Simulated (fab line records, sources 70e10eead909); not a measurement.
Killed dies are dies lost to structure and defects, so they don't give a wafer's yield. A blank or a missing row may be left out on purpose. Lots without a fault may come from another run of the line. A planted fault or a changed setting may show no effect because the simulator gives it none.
fab line records | flow nand_harc
record lots=11 wafers=33 last_day=33
route steps=1302 shown A_CHANNEL_HOLE_D1@484 A_CHANNEL_FILL_D1@509 A_DECK1_JOINT@542 A_ONON_D2@563 END@1302
lots that met no fault: from a run of the same line without faults
start_h: hours from the record's first day to the start of the lot's first wafer shown | wait_h: hours since the lot's step before | " the same as in the row above | L1.1+2: a row that stands for several wafers | - no value, or no start given | * or withheld: withheld | < > ~ a bound
route shown NAME@n: a module of which the file shows steps, and the number in the route of the first | usual: mean/standard deviation of fault-free wafers | same: alike in all rows | chamber/n: place in a boat | sites: the reading at each site | _std_site: their standard deviation | _edge_site: outer sites' mean less inner sites' | radius_mm: how far each site lies from the wafer's centre | mask NAME#n: copy n | behind: the tool/chamber that last shaped the wafer | hold: why the lot was held/for how many hours/how that ended | device: the transistor (n, p or np) that didn't switch | end of line: the same wafers' tests at the end of the route | a step without rows: its recipe alone | killed: dies lost to structure and defects at the first sort, not the wafer's yield | map: a wafer's dies, x killed, . not, _ none there
set.NAME: the setting as run; set.NAME@STEP: as run at that earlier step | model.NAME: the simulator's own value behind a step, which no gauge read
steps of the route over a sample of lots; a table a step, a row a wafer
services: from which hour (start_h, from the record's first day; less than 0 if before it) a tool's chamber was out of use, for how many hours, and why
## steps
# step NHARC_A_CHANNEL_HOLE_D1_STRIP_27
# recipe o2_flow_sccm=500 ar_flow_sccm=0 bias_w=0 chemistry=O2
# usual drypump_motor_current_A=5.8/0.45 oes_product_au=1.000/0.0071 rf_vpp_V=57.8/0.84 showerhead_plenum_p_Torr=3.50/0.11 throttle_valve_pct=17.036/0.0092
# columns lot.wafer tool chamber start_h wait_h drypump_motor_current_A oes_product_au rf_hours_counter_h rf_vpp_V showerhead_plenum_p_Torr throttle_valve_pct
L165.4 rie_diel-09 3 - - 5.7 0.998 11 58.2 3.64 17.053
L165.1 " 1 " " 6.0 0.984 9 58.1 3.70 17.030
L165.6 " 3 " " 5.6 1.006 - 57.7 3.64 17.034
L164.2 rie_diel-09 1 - - 6.0 0.994 10 57.6 3.70 17.047
L164.1 " 2 " " 5.2 0.999 9 57.1 3.46 17.059
L164.5 " 1 " " 6.0 0.979 - 58.9 3.70 17.023
L167.1 rie_diel-08 0 - - 5.0 1.001 2 56.7 3.44 17.014
L167.2 " 1 " " 6.5 0.998 2 57.9 3.41 17.033
L167.3 " 2 " " 5.9 1.004 2 56.6 3.48 17.048
L168.2 rie_diel-09 0 - - 5.2 0.998 22 57.9 3.50 17.040
L168.1 " 1 " " 6.0 0.991 17 57.4 3.69 17.020
L168.6 " 3 " " 5.6 1.004 - 58.2 3.64 17.037
L172.4 rie_diel-08 1 - - 6.5 1.010 6 59.1 3.40 17.055
L172.2 " 3 " " 5.7 1.000 6 58.0 3.64 17.046
L172.5 " 0 " " 5.1 1.004 - 56.8 3.44 17.039
L173.1 rie_diel-08 1 - - 6.5 1.012 7 58.3 3.40 17.044
L173.2 " 3 " " 5.7 1.006 7 57.8 3.64 17.038
L173.4 " 3 " " 5.7 0.995 - 56.5 3.64 17.033
L176.1 rie_diel-08 2 - - 6.0 1.004 9 57.4 3.47 17.007
L176.2 " 0 " " 5.0 1.013 9 57.9 3.44 17.034
L176.5 " 2 " " 5.9 1.007 - 58.3 3.48 17.041
L182.1 rie_diel-03 0 - - 6.0 0.997 26 57.9 3.34 17.043
L182.4 " 3 " " 5.9 0.995 23 57.1 3.67 17.027
L182.6 " 1 " " 5.7 0.992 - 58.6 3.38 17.025
L184.1 rie_diel-03 3 - - 5.9 1.011 27 57.3 3.67 17.030
L184.3 " 2 " " 5.4 0.999 22 57.9 3.68 17.033
L184.6 " 0 " " 5.9 0.994 - 57.4 3.34 17.042
L186.4 rie_diel-08 0 - - 5.1 1.011 1 57.2 3.44 17.052
L186.1 " 3 " " 5.7 1.001 2 57.6 3.63 17.040
L186.6 " 1 " " 6.5 1.009 - 56.1 3.40 17.033
L187.3 rie_diel-08 2 - - 6.0 1.001 3 58.3 3.47 17.024
L187.4 " 3 " " 5.7 0.999 3 57.4 3.63 17.047
L187.6 " 1 " " 6.5 0.996 - 56.8 3.40 17.057
# step NHARC_A_CHANNEL_FILL_D1_STRIP_29
# recipe time_s=20 o2_flow_sccm=500 ar_flow_sccm=0 bias_w=0 chemistry=O2
# usual drypump_motor_current_A=5.7/0.68 oes_product_au=0.994/0.011 rf_vpp_V=57.8/0.99 showerhead_plenum_p_Torr=3.52/0.16 throttle_valve_pct=17.037/0.0091
# columns lot.wafer tool chamber start_h wait_h drypump_motor_current_A oes_product_au rf_hours_counter_h rf_vpp_V showerhead_plenum_p_Torr throttle_valve_pct
L164.2 rie_diel-06 2 - - 6.0 0.983 6.7 57.1 3.47 17.038
L164.1 " 3 " " 4.9 0.998 7.1 56.4 3.33 17.044
L164.5 " 2 " " 6.0 0.998 - 57.8 3.47 17.039
L165.4 rie_diel-05 2 - - 6.3 0.990 0.1 57.9 3.66 17.034
L165.1 " 3 " " 6.1 1.005 0.1 58.8 3.65 17.033
L165.6 " 3 " " 6.1 0.998 - 59.1 3.65 17.029
L168.1 rie_diel-06 2 - - 6.0 0.996 7.6 58.2 3.47 17.042
L168.2 " 1 " " 6.3 0.996 8.3 58.0 3.30 17.030
L168.6 " 2 " " 6.0 1.004 - 57.3 3.47 17.031
L167.3 rie_diel-05 2 - - 6.4 0.993 1.5 58.6 3.66 17.033
L167.2 " 3 " " 6.2 0.995 1.5 59.4 3.65 17.048
L167.1 " 0 " " 6.0 0.988 1.4 56.7 3.56 17.038
L172.4 rie_diel-01 3 - - 4.8 1.003 5.4 57.7 3.60 17.038
L172.2 " 1 " " 5.2 0.993 6.0 60.3 3.77 17.028
L172.5 " 3 " " 4.8 0.999 - 58.0 3.60 17.051
L173.1 rie_diel-01 1 - - 5.1 0.984 6.1 60.2 3.77 17.022
L173.2 " 3 " " 4.7 0.994 5.5 59.0 3.60 17.025
L173.4 " 0 " " 4.8 0.990 5.3 56.4 3.39 17.037
L176.1 rie_diel-05 2 - - 6.4 0.991 5.6 56.9 3.66 17.035
L176.2 " 0 " " 6.0 0.994 4.0 57.6 3.56 17.021
L176.5 " 3 " " 6.1 0.998 - 58.0 3.65 17.030
L182.4 rie_diel-06 0 - - 6.8 0.986 5.5 57.1 3.39 17.031
L182.1 " 1 " " 6.3 0.995 5.2 56.3 3.30 17.034
L182.6 " 0 " " 6.8 0.989 - 57.6 3.39 17.050
L184.3 rie_diel-06 3 427.11 0.1 4.9 0.994 6.3 57.0 3.32 17.028
L184.1 " 2 " " 6.0 1.011 5.9 58.4 3.47 17.033
L184.6 " 3 " " 4.9 1.011 - 58.1 3.32 17.036
L186.1 rie_diel-01 1 - - 5.1 0.980 3.5 58.3 3.76 17.046
L186.4 " 3 " " 4.8 1.001 3.3 57.0 3.59 17.039
L186.6 " 2 " " 5.9 1.007 - 59.2 3.77 17.056
L187.4 rie_diel-05 2 - - 6.3 1.012 2.3 58.9 3.66 17.030
L187.3 " 1 " " 6.0 0.970 2.3 56.8 3.42 17.026
L187.6 " 2 " " 6.3 1.021 - 57.2 3.66 17.047
# step NHARC_A_DECK1_JOINT_DEP_16
# recipe target_thk_a=450 temp_c=400 pressure_torr=6.5 rf_w=900 teos_flow_sccm=161.4 flow_sccm=2650 target_thk_nm=45 gas=O2 material=SiO2
# usual chamber_pressure_Torr=6.500/0.014 heater_power_outer_w=317/71 heater_power_w=567/110 throttle_valve_pct=15.6/0.49
# columns lot.wafer tool chamber start_h wait_h chamber_pressure_Torr heater_power_outer_w heater_power_w throttle_valve_pct
L164.2 pecvd-04 2 286.42 0.1 6.479 260 447 15.5
L164.1 " 1 " " 6.514 427 723 16.0
L164.5 " 0 " " 6.512 303 560 15.2
L165.1 pecvd-02 1 286.60 0.1 6.502 321 593 15.8
L165.4 " 0 " " 6.492 198 417 15.8
L165.6 " 2 " " 6.511 362 569 14.7
L167.1 pecvd-02 0 307.27 0.1 6.504 261 490 15.8
L167.2 " 1 " " 6.513 296 564 16.2
L167.3 " 2 " " 6.521 401 610 14.7
L168.1 pecvd-04 0 307.30 0.1 6.492 241 486 15.3
L168.2 " 2 " " 6.472 279 453 15.3
L168.6 " 1 " " 6.519 420 706 15.8
L172.2 pecvd-04 2 357.85 0.1 6.475 297 477 15.3
L172.5 " 1 " " 6.525 431 744 15.8
L172.4 " 2 " " 6.510 294 479 15.4
L173.2 pecvd-04 2 364.34 0.1 6.512 321 504 15.6
L173.1 " 1 " " 6.492 410 689 15.8
L173.4 " 1 " " 6.479 402 726 16.0
L176.2 pecvd-04 0 392.15 0.2 6.506 274 540 15.5
L176.1 " 1 " " 6.494 340 611 16.1
L176.5 " 0 " " 6.486 275 532 15.3
L182.1 pecvd-01 2 454.40 0.1 6.488 280 457 16.3
L182.6 " 0 " " 6.504 298 611 16.1
L182.4 " 1 " " 6.499 309 623 16.5
L184.3 pecvd-04 0 469.09 0.1 6.487 233 485 15.9
L184.1 " 2 " " 6.481 365 564 15.1
L184.6 " 2 " " 6.480 249 431 15.1
L186.1 pecvd-04 1 497.21 0.1 6.510 392 673 15.4
L186.4 " 2 " " 6.517 321 524 15.1
L186.6 " 0 " " 6.490 219 481 15.5
L187.3 pecvd-04 1 502.88 0.1 6.520 382 666 15.5
L187.4 " 1 " " 6.506 391 690 15.5
L187.6 " 2 " " 6.516 262 437 15.0
# step NHARC_A_DECK1_JOINT_THK_MEAS_17
# recipe thk_meas_gauge=ellipsometry
# usual thk_nm=44.9/1.3
# columns lot.wafer tool chamber start_h wait_h hold thk_nm
L164.1 film_metro-02 - 286.70 0.2 - 47.0
L164.2 " - " " - 43.4
L164.5 " - " " - 45.6
L165.1 film_metro-02 - 286.85 0.2 - 44.2
L165.4 " - " " - 48.0
L165.6 " - " " - 44.8
L167.1 film_metro-01 - 307.55 0.3 - 44.0
L167.2 " - " " - 43.4
L167.3 " - " " - 43.3
L168.1 film_metro-02 - 307.58 0.3 - 44.7
L168.2 " - " " - 45.6
L168.6 " - " " - 46.8
L172.2 film_metro-02 - 358.07 0.2 - 43.5
L172.4 " - " " - 44.4
L172.5 " - " " - 42.9
L173.1 film_metro-02 - 364.62 0.2 - 48.1
L173.2 " - " " - 45.3
L173.4 " - " " - 47.5
L176.1 film_metro-01 - 392.43 0.2 await_dispo/0.2h/release 44.9
L176.2 " - " " await_dispo/0.2h/release 44.9
L176.5 " - " " await_dispo/0.2h/release 45.4
L176.1 film_metro-01 - 392.60 0.2 - 43.1
L176.2 " - " " - 45.6
L176.5 " - " " - 45.2
L182.1 film_metro-01 - 454.68 0.3 - 43.5
L182.4 " - " " - 45.3
L182.6 " - " " - 44.8
L184.1 film_metro-01 - 469.37 0.2 - 46.2
L184.3 " - " " - 44.6
L184.6 " - " " - 45.6
L186.1 film_metro-01 - 497.49 0.3 - 45.3
L186.4 " - " " - 46.0
L186.6 " - " " - 43.7
L187.3 film_metro-02 - 503.16 0.3 - 46.7
L187.4 " - " " - 45.3
L187.6 " - " " - 44.4
# step NHARC_A_ONON_D2_THK_MEAS_27
# recipe thk_meas_gauge=ellipsometry
# usual thk_nm=1004/11
# columns lot.wafer tool chamber start_h wait_h thk_nm
L164.1 film_metro-02 - 299.30 - 993
L164.2 " - " " 994
L164.5 " - " " 992
L165.1 film_metro-02 - 299.31 - 1008
L165.4 " - " " 1007
L165.6 " - " " 1008
L168.1 film_metro-01 - 319.48 - 1015
L168.2 " - " " 1014
L168.6 " - " " 1014
L167.1 film_metro-02 - 319.49 - 1006
L167.2 " - " " 1005
L167.3 " - " " 1007
L172.2 film_metro-02 - 370.69 - 1006
L172.4 " - " " 1004
L172.5 " - " " 1007
L173.1 film_metro-01 - 376.56 - 1018
L173.2 " - " " 1019
L173.4 " - " " 1019
L176.1 film_metro-02 - 407.78 - 1003
L176.2 " - " " 1004
L176.5 " - " " 1005
L182.1 film_metro-01 - 466.65 - 998
L182.4 " - " " 1000
L182.6 " - " " 1000
L184.1 film_metro-01 - 482.90 - 997
L184.3 " - " " 999
L184.6 " - " " 998
L186.1 film_metro-01 - 509.80 - 981
L186.4 " - " " 980
L186.6 " - " " 980
L187.3 film_metro-01 - 516.01 - 1006
L187.4 " - " " 1005
L187.6 " - " " 1005
# step NHARC_END_SORT_01
# recipe temp_c=25
# usual killed_at_array=57/20 killed_at_other=1.3/1.4 killed_at_periphery=3.4/2.4 killed_dies=61/19 killed_open=2.9/1.8 killed_short=2.5/1.6
# same gross_dies=677
# columns lot.wafer tool chamber start_h wait_h killed_at_array killed_at_other killed_at_periphery killed_dies killed_open killed_short
L176.1 prober-01 0 690.70 2.5 55 2 2 59 3 2
L176.2 prober-01 0 691.49 2.8 50 3 3 56 2 2
L176.5 prober-01 0 693.88 3.7 52 3 3 58 1 1
# killed by level:class
L176.1 A_SLIT:chamber_film_flake=29 A_CHANNEL_HOLE_D1:chamber_film_flake=9 A_STAIRCASE:chamber_film_flake=6 A_CHANNEL_FILL_D2:chamber_film_flake=2 A_CONTACT:chamber_film_flake=2 THIN_TSV:chamber_film_flake=2 A_ONON_D2:geometric_particle:short=1 A_CHANNEL_HOLE_D2:geometric_particle:open=1
L176.2 A_SLIT:chamber_film_flake=27 A_CHANNEL_HOLE_D1:chamber_film_flake=9 P_GATE:chamber_film_flake=3 THIN_TSV:chamber_film_flake=3 A_CONTACT:chamber_film_flake=3 A_CHANNEL_FILL_D2:chamber_film_flake=2 A_WL_FILL:chamber_film_flake=2 A_CHANNEL_FILL_D1:geometric_particle:open=1
L176.5 A_SLIT:chamber_film_flake=26 A_CHANNEL_HOLE_D1:chamber_film_flake=9 A_STAIRCASE:chamber_film_flake=5 A_CONTACT:chamber_film_flake=5 A_WL_FILL:chamber_film_flake=4 THIN_TSV:chamber_film_flake=3 P_GATE:chamber_film_flake=2 P_CONTACT:geometric_particle:short=1
## services
# columns tool chamber start_h hours kind
rie_diel-05 1 168.02 8.7 repair
rie_diel-08 - 190.80 9.0 pm
rie_diel-06 2 194.01 7.6 repair
rie_diel-05 - 203.84 0.3 repair
rie_diel-06 3 223.55 5.2 repair
rie_diel-05 - 229.60 9.0 pm
pecvd-04 - 269.00 13.0 pm
rie_diel-08 0 276.23 10.9 repair
rie_diel-05 0 287.59 28.2 repair
pecvd-04 - 292.01 1.3 repair
rie_diel-06 2 301.49 2.9 repair
rie_diel-06 - 307.20 9.0 pm
rie_diel-05 3 308.68 3.8 repair
rie_diel-05 1 315.49 12.2 repair
pecvd-04 - 332.01 2.2 repair
rie_diel-05 1 340.21 2.9 repair
rie_diel-08 2 346.67 1.5 repair
rie_diel-08 - 367.80 9.0 pm
pecvd-04 0 377.92 6.2 repair
rie_diel-08 - 437.90 0.5 repair
pecvd-04 - 450.05 13.0 pm
rie_diel-08 3 476.53 3.3 repair
rie_diel-08 0 493.65 13.9 repair
rie_diel-08 3 493.83 15.8 repair
## key
first_sign step=NHARC_A_DECK1_JOINT_THK_MEAS_17 reading=visit direction=added
effect none on later readings
met_at NHARC_A_DECK1_JOINT_DEP_16
struck_lots L176
struck_wafers L176.1,L176.2,L176.5
tester_left_out L176
not_acting_at NHARC_A_CHANNEL_HOLE_D1_STRIP_27,NHARC_A_CHANNEL_FILL_D1_STRIP_29,NHARC_A_ONON_D2_THK_MEAS_27
onset_between 364.34 392.15
fault kind=process_parameter_drift tool=pecvd-04 chamber=2 onset_h=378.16 steps=NHARC_A_DECK1_JOINT_DEP_16 channel=target_thk_nm offset=5.3772 shape=step end_h=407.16 acts_in=these_recipes_only stated=45
# tester_left_out: of these lots the tester's yield and bins aren't shown, on N5 and GAA mostly nor the transistor test; their killed dies are dies lost to structure and defects alone, not to doping, threshold or leakage, so they don't give the yield
